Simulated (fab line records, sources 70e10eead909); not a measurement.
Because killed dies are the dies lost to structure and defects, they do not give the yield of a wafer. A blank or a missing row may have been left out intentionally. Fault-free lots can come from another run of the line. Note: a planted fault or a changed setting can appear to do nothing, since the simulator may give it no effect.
Which tool did it?    flow nandHarc    18 wafers from 6 lots sampled at 3 of the route's 1159 steps

WHAT THE GAUGES SHOWED, per wafer
NHARC_P_STI_OCD_MEAS_17.
lot   measured     on      trenchDepthNm (nm)
L536  day 3 06:42  ocd-01  296 304 302
L539  day 4 00:09  ocd-02  308 306 302
L545  day 5 09:14  ocd-02  302 301 302
L547  day 6 00:16  ocd-02  299 298 295

WHICH TOOL RAN EACH LOT (tool, then ch and the chambers of the sampled wafers, then the start)
lot   NHARC_P_ZERO_WELL_DESCUM_13       NHARC_P_ZERO_WELL_ETCH_63
L536  rieDiel-01 ch 1,2,3, day 2 07:17  rieSi-04 ch 0,1, day 2 07:33
L539  rieDiel-10 ch 0,1,3, day 3 01:25  rieSi-05 ch 1,2,3, day 3 01:41
L545  rieDiel-02 ch 1,2,3, day 4 13:24  rieSi-05 ch 2,3, day 4 13:39
L547  rieDiel-02 ch 1,2, day 5 01:28    rieSi-05 ch 1,2,3, day 5 01:46
L553  rieDiel-01 ch 0,1, day 6 13:17    rieSi-05 ch 2,3, day 6 13:32
L555  rieDiel-10 ch 0,3, day 7 01:16    rieSi-05 ch 0,2,3, day 7 01:34
- NHARC_P_ZERO_WELL_DESCUM_13: chemistry O2, time 3 s.
- NHARC_P_ZERO_WELL_ETCH_63: etches the open film in HBr/Cl2, target depth 120 nm, time 40.1 s.

THE ANSWER, worked out from the rows above alone
Rule: usual is defined by the lots themselves. Put in order of their means at a reading, lots are off if they are a third of the lots or fewer, leave a main group of 4 or more, and stand apart from it by a gap of 3 or more times the standard deviation of the main group's means; of several such gaps the widest counts. If all means in a main group match to the digits the tables above print for the reading, that group is not used. Also off: a lot with no number at a reading for which 4 or more lots have one. Any other lot the step has rows for is counted as sound.
Across all readings shown, no lot is off: no conclusion can be drawn from this.

WHAT THE SIMULATOR HAD PUT IN
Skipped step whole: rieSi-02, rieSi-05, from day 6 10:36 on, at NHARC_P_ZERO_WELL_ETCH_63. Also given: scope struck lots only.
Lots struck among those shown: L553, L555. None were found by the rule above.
